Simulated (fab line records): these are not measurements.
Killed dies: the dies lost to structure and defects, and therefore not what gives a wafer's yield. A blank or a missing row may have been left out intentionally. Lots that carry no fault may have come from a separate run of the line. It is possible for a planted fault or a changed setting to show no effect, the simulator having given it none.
A lot that was struck, set against a sound lot	flow nand_harc	44 out of 1302 route steps
Sound: wafers L326.3, L326.5, L326.6. Struck: wafer L331.2. (L331.1, L331.5 of the same lot were not struck and are left out.) The cause comes at the end.
Per side, at each step with rows, come the tool, then ch with its chambers, and then its first start. Under that, the readings that differ: sound wafers	struck wafers	difference of the means	sigmas: that difference in standard deviations of wafers without a fault.
alike: words and numbers the same on both sides, and readings whose means are apart by under 2 such deviations; not compared: readings that were withheld, readings missing a value for some wafer, numbers with overlapping values and no deviation given by the record, and bounds like >300 which may hide the same value.
Wherever a step has rows on one side only, a row that says differs or no value, or a row with sigmas, the two part there. Numbers that don't overlap but have no deviation are shown without sigmas and don't part them. Lack of a reading on every wafer of one side parts them only where that side has two or more wafers.

NHARC_P_GATE_DESCUM_31: chemistry O2, time 3 s.
  sound on rie_diel-03 ch 1,2,3, day 8 09:08; struck on rie_diel-05 ch 3, day 10 03:20
  alike: drypump_motor_current_A, mfc_ar_sccm, oes_product_au, rf_vpp_V, showerhead_plenum_p_Torr, throttle_valve_pct
  not compared: rf_hours_counter_h
NHARC_P_GATE_ETCH_104: etches the open film in CF4/CHF3, target depth 60 nm.
  sound on rie_diel-03 ch 0,3, day 8 09:12; struck on rie_diel-05 ch 1, day 10 03:26
  alike: cf4_flow_sccm, drypump_motor_current_A, mfc_ar_sccm, oes_product_au, rf_vpp_V, showerhead_plenum_p_Torr, throttle_valve_pct
NHARC_P_GATE_HM_OPEN_105: chemistry O2/COS, target depth 360 nm.
  sound: rie_diel-03 ch 2,3; struck: rie_diel-05 ch 2
  alike: drypump_motor_current_A, mfc_ar_sccm, oes_product_au, rf_vpp_V, showerhead_plenum_p_Torr, throttle_valve_pct
  not compared: rf_hours_counter_h
then, 1 step without rows for these wafers: NHARC_P_GATE_STRIP_106 (strips in O2/COS).
NHARC_P_GATE_ETCH_114: etches the open film in CF4/O2, target depth 30 nm, overetch 3 nm, time 16.5 s.
  sound: rie_diel-03 ch 0,2,3; struck: rie_diel-05 ch 0
reading	sound	struck	difference	sigmas
drypump_motor_current_A (A)	5.3 5.2 5.5	6.2	+0.9	+2
  alike: cf4_flow_sccm, mfc_ar_sccm, oes_product_au, rf_vpp_V, showerhead_plenum_p_Torr, throttle_valve_pct
  not compared: rf_hours_counter_h
then, 2 steps without rows for these wafers: NHARC_P_GATE_ETCH_32 (etches the open film in HBr/Cl2, target depth 150 nm, time 100.1 s); NHARC_P_GATE_STRIP_108 (strips in O2).
NHARC_P_GATE_CD_MEAS_33:
  sound on cd_sem-03 at day 8 09:55; struck on cd_sem-03 at day 10 04:08
  alike: cd_nm
then, 3 steps without rows for these wafers: NHARC_P_GATE_STRIP_35 (strips in SPM, time 600 s); NHARC_P_GATE_PRECLEAN_73 (cleans in SC1); NHARC_P_GATE_SRD_74.
NHARC_P_GATE_ALD_36: deposits SiNx, target thk 20 nm, pulse time 60 s, ald cycles 223.
  sound on ald_sin-04 ch 0,3, day 8 11:24; struck on ald_sin-03 ch 0, day 10 04:36
  alike: heater_power_outer_w, heater_power_w, precursor_pulse_height_rel
  not compared: since_wet_clean_h
NHARC_P_GATE_ETCHBACK_37: etches the open film in CHF3/O2, target depth 34.5 nm, time 17.2 s.
  sound on rie_diel-03 ch 0,1,3, day 8 19:48; struck on rie_diel-03 ch 2, day 10 14:05
reading	sound	struck	difference	sigmas
oes_product_au (a.u.)	0.93 0.93 0.92	0.99	+0.06	+2
  alike: chf3_flow_sccm, drypump_motor_current_A, mfc_ar_sccm, rf_vpp_V, showerhead_plenum_p_Torr, throttle_valve_pct
  not compared: rf_hours_counter_h
then, 13 steps without rows for these wafers: NHARC_P_GATE_STRIP_101 (strips in O2, time 20 s); NHARC_P_GATE_PRECLEAN_97 (cleans in SPM, time 600 s); NHARC_P_GATE_SRD_98; NHARC_P_GATE_PRECLEAN_99 (cleans in SC1); NHARC_P_GATE_SRD_100; NHARC_P_GATE_DEHYDRATE_38 (time 120 s); NHARC_P_GATE_HMDS_39 (time 30 s); NHARC_P_GATE_COAT_40; NHARC_P_GATE_SOFTBAKE_41 (time 95 s); NHARC_P_GATE_EBR_42; NHARC_P_GATE_EXPOSE_43 (exposes mask P NSD, target cd 720 nm); NHARC_P_GATE_PEB_44 (peb time 85 s); NHARC_P_GATE_DEVELOP_45 (time 70 s).
NHARC_P_GATE_CD_MEAS_46: target cd 720 nm.
  sound on cd_sem-02 ch 0, day 8 20:48; struck on cd_sem-02 ch 0, day 10 14:58
  alike: cd_nm
then, 14 steps without rows for these wafers: NHARC_P_GATE_HARDBAKE_47 (time 80 s); NHARC_P_GATE_DESCUM_48 (chemistry O2, time 3 s); NHARC_P_GATE_IMPLANT_49; NHARC_P_GATE_STRIP_111 (strips in N2/H2, time 250 s); NHARC_P_GATE_STRIP_75 (strips in O2); NHARC_P_GATE_STRIP_50 (strips in SPM, time 900 s); NHARC_P_GATE_DEHYDRATE_51 (time 120 s); NHARC_P_GATE_HMDS_52 (time 30 s); NHARC_P_GATE_COAT_53; NHARC_P_GATE_SOFTBAKE_54 (time 95 s); NHARC_P_GATE_EBR_55; NHARC_P_GATE_EXPOSE_56 (exposes mask P PSD, target cd 720 nm); NHARC_P_GATE_PEB_57 (peb time 85 s); NHARC_P_GATE_DEVELOP_58 (time 70 s).
NHARC_P_GATE_CD_MEAS_59: target cd 720 nm.
  sound on cd_sem-01 ch 0, day 8 22:33; struck on cd_sem-03 ch 0, day 10 16:36
  alike: cd_nm
NHARC_P_GATE_INSPECT_68:
  sound on defect_inspect-02 at day 9 03:29; struck on defect_inspect-01 at day 10 21:30
reading	sound	struck	difference	sigmas
raw_defect_count	140 127 132	763	+630	+8
-- record jumps: 18 days between struck wafers' starts before vs after; left off in module P_GATE, resumes in module END, first step shown is number 1302 of the route --
NHARC_END_SORT_01:
  at this point the record logs the struck wafers (prober-02 ch 0, day 29 03:29) and has no rows for the sound ones

## WHERE THEY PART
At NHARC_P_GATE_ETCH_114 first; at NHARC_END_SORT_01 last (within this record only).

WHY: what the simulator had put in
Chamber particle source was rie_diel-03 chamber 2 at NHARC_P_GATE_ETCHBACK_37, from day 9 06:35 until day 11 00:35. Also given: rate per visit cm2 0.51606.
